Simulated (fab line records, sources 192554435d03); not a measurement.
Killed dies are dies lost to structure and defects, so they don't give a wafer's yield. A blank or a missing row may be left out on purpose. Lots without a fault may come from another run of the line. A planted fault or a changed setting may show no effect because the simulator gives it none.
One fault seen from 3 desks | flow n5_finfet | each desk has only its own numbers; what lay behind them comes last

THE METROLOGY DESK
What the gauges read, lot by lot, whatever tool the lot ran on: means of the sampled wafers that have a number. A lot is out of limits, marked OUT, if its mean lies more than 4 standard deviations from the usual mean; the brackets give that distance.
Columns: A = cd_nm at N5_BEOL_M5_CD_MEAS_28, usual 30.54 nm; B = V4_OVL at N5_BEOL_M5_OVL_MEAS_29, usual -0.2 nm
lot  | first seen here | A     | B
L128 | day 8 07:28     | 30.81 | -0.5
L129 | day 8 10:02     | 30.48 | -0.8
L131 | day 9 01:53     | 30.66 | -0.6
L139 | day 11 06:05    | 30.56 | 0.5
L140 | day 11 13:31    | 30.62 | 0.5
L143 | day 12 21:08    | 30.43 | -0.7
L145 | day 12 21:22    | 30.32 | -0.7
L147 | day 13 18:14    | 30.37 | -0.1
L150 | day 14 03:32    | 30.57 | 0.8
L148 | day 14 03:43    | 30.43 | -0.5
This desk's finding: nothing out of limits on any of the 10 lots.

THE TOOL OWNER'S DESK: rie_diel-06
The tool's own readings at N5_BEOL_M5_STRIP_19 (strips in O2): means of the sampled wafers that have a number, for each lot that ran on this tool. A lot is out of limits, marked OUT, if its mean lies more than 4 standard deviations from the usual mean; the brackets give that distance.
Columns: A = drypump_motor_current_A at N5_BEOL_M5_STRIP_19, usual 5.52 A; B = oes_product_au at N5_BEOL_M5_STRIP_19, usual 0.78 a.u.; C = rf_vpp_V at N5_BEOL_M5_STRIP_19, usual 3.6 V; D = showerhead_plenum_p_Torr at N5_BEOL_M5_STRIP_19, usual 2.11 Torr; E = throttle_valve_pct at N5_BEOL_M5_STRIP_19, usual 16.69 %
lot  | first seen here | A    | B    | C   | D    | E
L128 | day 8 06:04     | 5.71 | 0.77 | 3.9 | 2.16 | 16.56
L129 | day 8 08:48     | 5.54 | 0.76 | 3.3 | 2.16 | 16.57
L131 | day 9 00:17     | 5.70 | 0.77 | 3.7 | 2.16 | 16.57
L139 | day 11 02:41    | 5.49 | 0.70 | 3.6 | 2.10 | 16.77
L140 | day 11 07:47    | 5.53 | 0.74 | 3.5 | 2.15 | 16.60
This desk's finding: nothing out of limits on any of the 5 lots.

THE DEFECT DESK
What the inspections along the route counted, lot by lot: means of the sampled wafers that have a number. A lot is out of limits, marked OUT, if its mean lies more than 4 standard deviations from the usual mean; the brackets give that distance.
Columns: A = raw_defect_count at N5_BEOL_M5_INSPECT_30, usual 447
lot  | first seen here | A
L128 | day 8 07:32     | 343
L129 | day 8 10:07     | 353
L131 | day 9 01:59     | 453
L139 | day 11 06:10    | 940 (+4.5) OUT
L140 | day 11 13:36    | 927 (+4.4) OUT
L143 | day 12 21:14    | 487
L145 | day 12 21:27    | 511
L147 | day 13 18:19    | 465
L150 | day 14 03:37    | 627
L148 | day 14 03:48    | 337
This desk's finding: out of limits on L139, L140; first on L139, day 11 06:10 (raw_defect_count at N5_BEOL_M5_INSPECT_30). In limits: L128, L129, L131, L143, L145, L147, L150, L148.

PUT TOGETHER
The defect desk could have raised an alarm at day 11 06:10, on L139, L140.
The metrology desk saw nothing out of limits.
The tool owner's desk saw nothing out of limits.
The metrology desk has L139, L140 on record, within its limits.
The tool owner's desk has L139, L140 on record, within its limits.
Of the lots named, all ran N5_BEOL_M5_STRIP_19 on rie_diel-06.

WHAT THE SIMULATOR HAD PUT IN
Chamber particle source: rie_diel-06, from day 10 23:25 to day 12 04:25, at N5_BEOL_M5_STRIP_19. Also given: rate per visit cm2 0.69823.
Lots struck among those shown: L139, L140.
Hours from the fault's start to each desk's first reading out of limits: the defect desk, 7.
